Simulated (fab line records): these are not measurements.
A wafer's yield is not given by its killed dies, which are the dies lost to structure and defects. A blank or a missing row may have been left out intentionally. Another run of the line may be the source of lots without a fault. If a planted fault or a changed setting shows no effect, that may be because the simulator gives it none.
Lot-split experiment ; flow n5 finfet ; 21 wafers read from 7 lots, route of 1938 steps

## ON THE SPLIT
At N5_BEOL_M13_COAT_58 (time 60 s, resist thk 89 nm), the setting spin rpm was moved away from the recipe's 1500 rpm on 10 of the 21 wafers read, by -6.5% to +9.9%. All remaining wafers had this setting at the recipe value.

## FROM THE SPLIT TO THE READING: what the file shows between them, 3 steps
- N5_BEOL_M13_COAT_04: resist thk 400 nm
- N5_BEOL_M13_EBR_06
- N5_BEOL_M13_DESCUM_15: chemistry O2, time 7.9 s

## THE READING
etch.depth nm (the simulator's own value, which no gauge read), in nm, at N5_BEOL_M13_ETCH_59 (etches BARC in N2/H2, target depth 89 nm, overetch 26.7 nm, time 67.9 s). The file gives no usual value for it. The 11 wafers here that ran the recipe average 89.13 nm, standard deviation 0.25 nm.

wafer;tool, chamber at the split;spin rpm as run, rpm;against the recipe;etch.depth nm, nm;against lot-mates on the recipe
L077.3;litho track-01, 0;1577;+5.1%;86.4;no lot-mate on the recipe
L077.4;litho track-01, 0;1577;+5.1%;86.52;no lot-mate on the recipe
L077.6;litho track-01, 0;1577;+5.1%;86.47;no lot-mate on the recipe
L081.4;litho track-01, 0;1402;-6.5%;92.07;+3.00
L081.5;litho track-01, 0;1402;-6.5%;91.84;+2.77
L081.6;litho track-01, 0;1500;recipe;89.07;-
L074.1;litho track-03, 0;1500;recipe;89.17;-
L074.3;litho track-03, 0;1649;+9.9%;85.12;-4.05
L074.5;litho track-03, 0;1649;+9.9%;85.29;-3.88
L083.2;litho track-03, 0;1414;-5.7%;91.87;+2.63
L083.3;litho track-03, 0;1500;recipe;89.24;-
L083.6;litho track-03, 0;1414;-5.7%;91.81;+2.57
L087.1;litho track-01, 0;1500;recipe;89.61;-
L087.3;litho track-01, 0;1579;+5.3%;86.79;-2.56
L087.4;litho track-01, 0;1500;recipe;89.09;-
L093.2;litho track-01, 0;1500;recipe;88.81;-
L093.4;litho track-01, 0;1500;recipe;88.77;-
L093.6;litho track-01, 0;1500;recipe;88.84;-
L096.3;litho track-03, 0;1500;recipe;89.48;-
L096.4;litho track-03, 0;1500;recipe;89.16;-
L096.6;litho track-03, 0;1500;recipe;89.19;-

THE FIT
A straight line over all 21 wafers: etch.depth nm changes by -0.438 nm for each +1% of spin rpm; r = -0.99; the points scatter about the line by 0.3 nm.
The same after taking each lot's own level away (the mean of its wafers on the recipe; 18 wafers): -0.425 nm for each +1%; r = -1.00; scatter 0.18 nm.
According to that fit, moving spin rpm by its largest amount changes the reading by 4.2 nm.
Measured against the standard deviation above, the lots' own levels, which go from 88.807 to 89.350 nm, span 2.2 times it.
So the lot-to-lot level changes the slope little: the two slopes agree.
Check: -4.24 nm against its lot-mates is what the line predicts for one of the wafers moved furthest among these (+9.9%) when that wafer is left out of the fit. Against them it came out at -4.05 nm.

## THESE WAFERS: OTHER SPLITS
Note: prior to the reading, these wafers also went through further splits. Each is held against what the fit with the lots' levels taken away leaves over:
other split on the same wafers;wafers away from the commonest value;r with etch.depth nm (lot level and that fit taken away)
N5_BEOL_M11_ETCH_41 time s;8;-0.56
N5_BEOL_M12_SPUTTER_44 power w;8;-0.52

## THE WHOLE CHAIN: every reading that the file lists as answering this split, in the file's order
step;what it does;reading;change (the file's fit);r (the file's)
N5_BEOL_M13_COAT_58;time 60 s, resist thk 89 nm;BARC_of_BEOL_M13_COAT_58.thk nm (the simulator's own value, which no gauge read);-0.43 nm for each +1% of the setting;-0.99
N5_BEOL_M13_ETCH_59;etches BARC in N2/H2, target depth 89 nm, overetch 26.7 nm, time 67.9 s;etch.depth nm (the simulator's own value, which no gauge read);-0.429 nm for each +1% of the setting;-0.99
N5_BEOL_M13_STRIP_64;strips in N2/H2;strip time to endpoint s;withheld for each +1% of the setting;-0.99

## FILE'S OWN FIT
etch.depth nm changes by -0.429 nm for each +1% of spin rpm, r = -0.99.
